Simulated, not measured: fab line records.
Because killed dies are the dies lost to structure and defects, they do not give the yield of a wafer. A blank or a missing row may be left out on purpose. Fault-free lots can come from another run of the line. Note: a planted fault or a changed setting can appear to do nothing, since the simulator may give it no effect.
Matching of chambers ; flow n5_finfet ; 4 sister chambers for N5_SDB_DESCUM_16 on rie_diel-06
The step chemistry O2, time 7.9 s. 8 wafers are shown with their chamber, then 12 later ones without.

EACH WAFER AND ITS CHAMBER
wafer;chamber;throttle_valve_pct (%);showerhead_plenum_p_Torr (Torr)
L084.5;3;20.14;2.04
L086.6;2;20.58;2.04
L087.1;0;20.63;2.16
L087.3;3;20.14;2.04
L087.5;1;20.54;2.14
L088.1;1;20.53;2.13
L088.2;0;20.61;2.16
L088.4;2;20.57;2.03

WAFERS WITH NO CHAMBER GIVEN
wafer;throttle_valve_pct (%);showerhead_plenum_p_Torr (Torr)
L093.4;20.63;2.15
L093.5;20.18;2.04
L093.6;20.64;2.15
L095.1;20.19;2.04
L095.4;20.56;2.13
L095.5;20.19;2.04
L096.1;20.18;2.03
L096.2;20.57;2.13
L096.6;20.18;2.03
L097.1;20.57;2.13
L097.3;20.64;2.15
L097.5;20.19;2.03

THE CHAMBER EACH PASSED THROUGH
wafer;from the rows above;in truth
L093.4;0;0
L093.5;3;3
L093.6;0;0
L095.1;3;3
L095.4;1;1
L095.5;3;3
L096.1;3;3
L096.2;1;1
L096.6;3;3
L097.1;1;1
L097.3;0;0
L097.5;3;3
Placed correctly: 12 of 12. Number that these rows cannot place: 0. Number placed wrongly: 0.
How it was worked out, from the rows above alone: a wafer's distance from a chamber is the root of the sum, over the readings, of the square of ((its reading less the chamber's mean) divided by the reading's scatter). If the next closest chamber is less than 2 further off than the closest, the wafer can't be placed; otherwise it belongs to the closest. A chamber's mean is the mean of its shown wafers. The scatter is the square root of a quotient: the sum, over the shown wafers, of each reading's squared deviation from its chamber's mean, divided by wafers minus chambers.
